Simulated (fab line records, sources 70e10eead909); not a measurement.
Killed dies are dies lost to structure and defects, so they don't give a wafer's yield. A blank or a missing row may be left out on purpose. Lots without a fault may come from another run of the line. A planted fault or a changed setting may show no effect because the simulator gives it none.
Which tool did it? | flow nand_harc | 13 lots, 39 wafers sampled, at 5 steps of a route of 1159

WHAT THE GAUGES READ, wafer by wafer
NHARC_P_CONTACT_INSPECT_14.
lot  | measured     | on                | raw_defect_count
L549 | day 5 04:01  | defect_inspect-02 | 2 0 5
L550 | day 5 19:10  | defect_inspect-02 | 1 4 1
L555 | day 6 13:28  | defect_inspect-01 | 4 0 4
L553 | day 6 17:27  | defect_inspect-02 | 6 5 2
L558 | day 8 01:01  | defect_inspect-02 | 5 7 4
L563 | day 8 23:40  | defect_inspect-02 | 5 5 3
L567 | day 10 00:14 | defect_inspect-02 | 2 2 3
L566 | day 10 00:51 | defect_inspect-02 | 6 4 3
L569 | day 10 18:16 | defect_inspect-02 | 0 6 10
L570 | day 10 18:38 | defect_inspect-01 | 8 8 3
L568 | day 11 00:53 | defect_inspect-01 | 1 5 0
L571 | day 11 01:34 | defect_inspect-02 | 2 3 1
L572 | day 11 09:00 | defect_inspect-01 | 2 5 6

NHARC_END_SORT_01.
lot  | measured     | on        | killed_at_array | killed_at_other | killed_at_periphery | killed_dies | killed_open | killed_short
L555 | day 20 02:02 | prober-02 | 23              | 0               | 3                   | 26          | 6           | 2
L568 | day 24 22:05 | prober-01 | 18 28 24        | 2 0 0           | 8 6 7               | 28 34 31    | 2 1 6       | 2 6 3

WHICH TOOL RAN EACH LOT (tool, then ch and the chambers of the sampled wafers, then the start)
lot  | NHARC_P_CONTACT_ETCH_36                       | NHARC_P_CONTACT_PVD_32       | NHARC_P_CONTACT_ALD_22
L549 | rie_diel-12 ch 0,1,3, day 5 05:47 or earlier  | pvd_sputter-03, day 5 05:47  | ald_metal-03 ch 1,2,3, day 5 05:58
L550 | rie_diel-01 ch 2,3, day 5 19:33               | pvd_sputter-02, day 5 21:18  | ald_metal-02 ch 0,1, day 5 21:25
L555 | rie_diel-02 ch 0,1,2, day 6 15:23 or earlier  | pvd_sputter-03, day 6 15:23  | ald_metal-02 ch 1,2,3, day 6 15:49
L553 | rie_diel-12 ch 0,1,2, day 6 19:14 or earlier  | pvd_sputter-01, day 6 19:14  | ald_metal-01 ch 0,1,3, day 6 19:21
L558 | rie_diel-12 ch 0,1, day 8 02:56 or earlier    | pvd_sputter-03, day 8 02:56  | ald_metal-02 ch 1,2, day 8 03:19
L563 | rie_diel-01 ch 2,3, day 9 01:28 or earlier    | pvd_sputter-03, day 9 01:28  | ald_metal-03 ch 0,2,3, day 9 01:51
L567 | rie_diel-02 ch 0,2, day 10 02:16 or earlier   | pvd_sputter-01, day 10 02:16 | ald_metal-02 ch 1,2,3, day 10 02:23
L566 | rie_diel-01 ch 2,3, day 10 02:42 or earlier   | pvd_sputter-01, day 10 02:42 | ald_metal-03 ch 0,1,2, day 10 02:53
L569 | rie_diel-02 ch 0,1,3, day 10 20:02 or earlier | pvd_sputter-02, day 10 20:02 | ald_metal-02 ch 0,1,3, day 10 20:09
L570 | rie_diel-01 ch 1,2,3, day 10 20:33 or earlier | pvd_sputter-03, day 10 20:33 | ald_metal-03 ch 1,2,3, day 10 20:39
L568 | rie_diel-01 ch 0,1,3, day 11 02:43 or earlier | pvd_sputter-02, day 11 02:43 | ald_metal-02 ch 0,1,2, day 11 02:50
L571 | rie_diel-12 ch 0,2,3, day 11 03:23 or earlier | pvd_sputter-03, day 11 03:23 | ald_metal-01 ch 0,1, day 11 03:27
L572 | rie_diel-12 ch 0,1,2, day 11 11:01 or earlier | pvd_sputter-01, day 11 11:01 | ald_metal-02 ch 0,1,2, day 11 11:08
- NHARC_P_CONTACT_ETCH_36: etches the open film in N2/H2, target depth 260 nm, time 406.25 s.
- NHARC_P_CONTACT_PVD_32: deposits Ti, target thk 5 nm, time 17.7 s.
- NHARC_P_CONTACT_ALD_22: deposits TiN, target thk 3 nm, pulse time 1 s, ald cycles 150.

WHAT THE TOOLS THEMSELVES READ (means of the sampled wafers that have a number; where no wafer has one, the mark that the record gives instead)
NHARC_P_CONTACT_ETCH_36.
lot  | tool        | drypump_motor_current_A (A) | mfc_ar_sccm (sccm) | oes_product_au (a.u.) | rf_vpp_V (V) | showerhead_plenum_p_Torr (Torr) | throttle_valve_pct (%)
L549 | rie_diel-12 | 5.4                         | 0.000              | 1.004                 | 432.7        | 2.10                            | 14.166
L550 | rie_diel-01 | 5.8                         | 0.011              | 1.012                 | 429.7        | 2.02                            | 14.167
L555 | rie_diel-02 | 5.6                         | 0.005              | 1.002                 | 428.4        | 1.96                            | 14.170
L553 | rie_diel-12 | 5.8                         | 0.000              | 0.997                 | 430.9        | 2.07                            | 14.177
L558 | rie_diel-12 | 5.7                         | 0.000              | 0.998                 | 432.9        | 2.12                            | 14.168
L563 | rie_diel-01 | 5.8                         | 0.011              | 0.990                 | 429.7        | 2.02                            | 14.173
L567 | rie_diel-02 | 5.6                         | 0.009              | 1.000                 | 428.4        | 1.95                            | 14.167
L566 | rie_diel-01 | 5.8                         | 0.011              | 0.998                 | 429.7        | 2.02                            | 14.175
L569 | rie_diel-02 | 5.4                         | 0.001              | 1.001                 | 428.1        | 1.96                            | 14.176
L570 | rie_diel-01 | 6.0                         | 0.012              | 0.996                 | 432.9        | 2.10                            | 14.177
L568 | rie_diel-01 | 5.7                         | 0.012              | 1.006                 | 430.3        | 2.05                            | 14.173
L571 | rie_diel-12 | 5.6                         | 0.000              | 1.002                 | 430.9        | 2.03                            | 14.167
L572 | rie_diel-12 | 5.8                         | 0.000              | 0.998                 | 431.1        | 2.07                            | 14.172

NHARC_P_CONTACT_PVD_32.
lot  | tool           | throttle_valve_pct (%)
L549 | pvd_sputter-03 | 29.4
L550 | pvd_sputter-02 | 30.2
L555 | pvd_sputter-03 | 28.9
L553 | pvd_sputter-01 | 29.9
L558 | pvd_sputter-03 | 29.1
L563 | pvd_sputter-03 | 29.0
L567 | pvd_sputter-01 | 30.0
L566 | pvd_sputter-01 | 30.2
L569 | pvd_sputter-02 | 29.6
L570 | pvd_sputter-03 | 29.1
L568 | pvd_sputter-02 | 29.6
L571 | pvd_sputter-03 | 29.3
L572 | pvd_sputter-01 | 30.3

NHARC_P_CONTACT_ALD_22.
lot  | tool         | heater_power_w (W) | precursor_pulse_height_rel
L549 | ald_metal-03 | 1091               | 1.007
L550 | ald_metal-02 | 969                | 0.992
L555 | ald_metal-02 | 1024               | 0.982
L553 | ald_metal-01 | 1110               | 0.991
L558 | ald_metal-02 | 1068               | 1.013
L563 | ald_metal-03 | 1012               | 0.982
L567 | ald_metal-02 | 1045               | 1.013
L566 | ald_metal-03 | 1063               | 0.995
L569 | ald_metal-02 | 989                | 0.998
L570 | ald_metal-03 | 1062               | 1.001
L568 | ald_metal-02 | 982                | 0.990
L571 | ald_metal-01 | 1089               | 0.992
L572 | ald_metal-02 | 985                | 1.001

THE ANSWER, worked out from the rows above alone
Rule: what is usual is taken from the lots themselves. Put in order of their means at a reading, lots are off if they are a third of the lots or fewer, leave a main group of 4 or more, and stand apart from it by a gap of 3 or more times the standard deviation of the main group's means; of several such gaps the widest counts. A main group whose means are all the same, to the digits that the tables above print for the reading, isn't used. A lot without any number at a reading at which 4 lots or more have one is off too. The other lots that the step has rows for count as sound. The gauges are gone through in route order, then the tools' own readings, and for those a lot's mean is taken as printed above. The first step at which some lot is off is used, and at that step the reading that is off furthest; a lot without a number counts as furthest.
No lot is off at any reading shown: from this, nothing can be told.

WHAT THE SIMULATOR HAD PUT IN
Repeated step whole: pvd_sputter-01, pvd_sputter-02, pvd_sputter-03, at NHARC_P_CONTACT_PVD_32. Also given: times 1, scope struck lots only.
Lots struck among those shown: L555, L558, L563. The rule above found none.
